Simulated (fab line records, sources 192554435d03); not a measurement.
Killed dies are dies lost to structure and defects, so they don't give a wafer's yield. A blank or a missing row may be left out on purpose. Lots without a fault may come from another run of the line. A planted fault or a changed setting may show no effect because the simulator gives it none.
Tool commonality check | flow n5_finfet | 14 lots, 37 wafers sampled

WHY IT WAS OPENED
At N5_FIN_SAQP_CD_MEAS_27 the reading cd_nm is flagged on 2 of 14 lots. Wafers without a fault read 20.36 nm, standard deviation 0.25.
Rule: a lot is flagged when every wafer of it that has a number lies more than 4 standard deviations from that mean, or none has a number. The other lots count as sound.

lot  | measured    | on        | cd_nm (nm), wafer by wafer | flag
L350 | day 1 23:52 | cd_sem-03 | 20.30 20.06                |
L351 | day 2 05:45 | cd_sem-02 | 20.27 19.68                |
L352 | day 2 11:46 | cd_sem-01 | 20.79 20.53 20.66          |
L353 | day 2 18:19 | cd_sem-02 | 20.17 20.26                |
L354 | day 3 00:34 | cd_sem-01 | 20.47 20.67                |
L355 | day 3 06:08 | cd_sem-02 | 20.21 20.41                |
L356 | day 3 13:01 | cd_sem-03 | 20.02 20.17 20.20          |
L357 | day 3 17:58 | cd_sem-02 | 20.07 20.00 20.33          |
L358 | day 4 00:50 | cd_sem-02 | 20.29 20.47 20.15          |
L359 | day 4 06:10 | cd_sem-02 | 20.19 20.05 20.37          |
L363 | day 5 09:29 | cd_sem-01 | 16.15 15.57 16.25          | FLAGGED
L365 | day 5 17:58 | cd_sem-02 | 15.66 15.82 15.96          | FLAGGED
L372 | day 7 13:13 | cd_sem-02 | 20.30 20.39 20.41          |
L373 | day 7 18:17 | cd_sem-01 | 20.33 19.95 20.34          |
The numbers of the flagged lots are 15.90 nm on average: -4.46 nm against the usual, or -18 standard deviations.

WHICH TOOL RAN EACH LOT
The record holds 3 process steps before the reading, out of a route of 1938 steps. In each cell: the tool, then ch and the chambers that the sampled wafers went through, then the start.
lot  | flag    | N5_FIN_SAQP_HM_DEP_72          | N5_FIN_SAQP_SPACER1_ALD_24       | N5_FIN_SAQP_MANDREL1_REMOVE_56
L350 |         | pecvd-04 ch 0,1, day 1 21:11   | ald_sin-02 ch 1,2, day 1 22:57   | rie_si-02 ch 0,1, day 1 23:45
L351 |         | pecvd-01 ch 0,1, day 2 03:01   | ald_sin-03 ch 1,3, day 2 04:50   | rie_si-01 ch 0,2, day 2 05:38
L352 |         | pecvd-04 ch 0,1, day 2 09:20   | ald_sin-02 ch 0,3, day 2 10:51   | rie_si-04 ch 2,3, day 2 11:40
L353 |         | pecvd-04 ch 0,1, day 2 15:54   | ald_sin-02 ch 0,2, day 2 17:24   | rie_si-01 ch 2,3, day 2 18:13
L354 |         | pecvd-04 ch 1, day 2 21:46     | ald_sin-03 ch 2,3, day 2 23:38   | rie_si-04 ch 0,3, day 3 00:27
L355 |         | pecvd-03 ch 1,2, day 3 03:32   | ald_sin-03 ch 1,2, day 3 05:12   | rie_si-01 ch 0,1, day 3 06:01
L356 |         | pecvd-04 ch 0,1,2, day 3 10:17 | ald_sin-01 ch 2,3, day 3 12:05   | rie_si-02 ch 0,1, day 3 12:54
L357 |         | pecvd-03 ch 0,1, day 3 15:04   | ald_sin-03 ch 0,2,3, day 3 17:02 | rie_si-04 ch 0,1, day 3 17:51
L358 |         | pecvd-04 ch 1,2, day 3 21:43   | ald_sin-01 ch 0,2,3, day 3 23:55 | rie_si-01 ch 1,2, day 4 00:43
L359 |         | pecvd-03 ch 1,2, day 4 03:40   | ald_sin-03 ch 0,1,2, day 4 05:12 | rie_si-04 ch 0,1,2, day 4 06:04
L363 | FLAGGED | pecvd-01 ch 0,1, day 5 06:41   | ald_sin-01 ch 0,1,2, day 5 08:34 | rie_si-04 ch 1,2, day 5 09:22
L365 | FLAGGED | pecvd-01 ch 1,2, day 5 15:04   | ald_sin-01 ch 0,1,2, day 5 17:03 | rie_si-02 ch 1,3, day 5 17:51
L372 |         | pecvd-04 ch 1,2, day 7 10:20   | ald_sin-02 ch 0,1,2, day 7 12:10 | rie_si-04 ch 0,2,3, day 7 13:06
L373 |         | pecvd-04 ch 0,2, day 7 15:41   | ald_sin-02 ch 1,2, day 7 17:22   | rie_si-01 ch 1,2,3, day 7 18:11
What these steps do:
- N5_FIN_SAQP_HM_DEP_72: deposits SiO2 from SiH4/N2O, target thk 12 nm, time 7.2 s.
- N5_FIN_SAQP_SPACER1_ALD_24: deposits SiO2, target thk 20.3 nm, pulse time 1 s, purge time 2 s.
- N5_FIN_SAQP_MANDREL1_REMOVE_56: chemistry HBr/Cl2/O2, target a-Si, stops on SiNx, bt time 10 s.
- N5_FIN_SAQP_CD_MEAS_27: target cd 20 nm.

FLAGGED OVER TOTAL, TOOL BY TOOL (the gauges that took the reading come last)
step                           | tool       | lots run | flagged | share of the flagged lots | sound lots run after its first flagged lot
N5_FIN_SAQP_HM_DEP_72          | pecvd-01   | 3        | 2       | all                       | 0
N5_FIN_SAQP_HM_DEP_72          | pecvd-03   | 3        | 0       | none                      | -
N5_FIN_SAQP_HM_DEP_72          | pecvd-04   | 8        | 0       | none                      | -
N5_FIN_SAQP_SPACER1_ALD_24     | ald_sin-01 | 4        | 2       | all                       | 0
N5_FIN_SAQP_SPACER1_ALD_24     | ald_sin-02 | 5        | 0       | none                      | -
N5_FIN_SAQP_SPACER1_ALD_24     | ald_sin-03 | 5        | 0       | none                      | -
N5_FIN_SAQP_MANDREL1_REMOVE_56 | rie_si-01  | 5        | 0       | none                      | -
N5_FIN_SAQP_MANDREL1_REMOVE_56 | rie_si-02  | 3        | 1       | some                      | 0
N5_FIN_SAQP_MANDREL1_REMOVE_56 | rie_si-04  | 6        | 1       | some                      | 1 (L372)
N5_FIN_SAQP_CD_MEAS_27         | cd_sem-01  | 4        | 1       | some                      | 1 (L373)
N5_FIN_SAQP_CD_MEAS_27         | cd_sem-02  | 8        | 1       | some                      | 1 (L372)
N5_FIN_SAQP_CD_MEAS_27         | cd_sem-03  | 2        | 0       | none                      | -

WHAT THE TABLE ALLOWS
2 rows of the table ran every flagged lot: pecvd-01 at N5_FIN_SAQP_HM_DEP_72, ald_sin-01 at N5_FIN_SAQP_SPACER1_ALD_24.
- pecvd-01 at N5_FIN_SAQP_HM_DEP_72: 2 of its 3 lots flagged. Its last sound lot is L351 (day 2 03:01), its first flagged lot L363 (day 5 06:41): a fault that began between those two fits.
- ald_sin-01 at N5_FIN_SAQP_SPACER1_ALD_24: 2 of its 4 lots flagged. Its last sound lot is L358 (day 3 23:55), its first flagged lot L363 (day 5 08:34): a fault that began between those two fits.
Counting lots can't tell these 2 tools apart, because each fits a fault that began at some hour. More lots, or a look at what each step does to the wafer, might.

WHAT THE SIMULATOR HAD PUT IN
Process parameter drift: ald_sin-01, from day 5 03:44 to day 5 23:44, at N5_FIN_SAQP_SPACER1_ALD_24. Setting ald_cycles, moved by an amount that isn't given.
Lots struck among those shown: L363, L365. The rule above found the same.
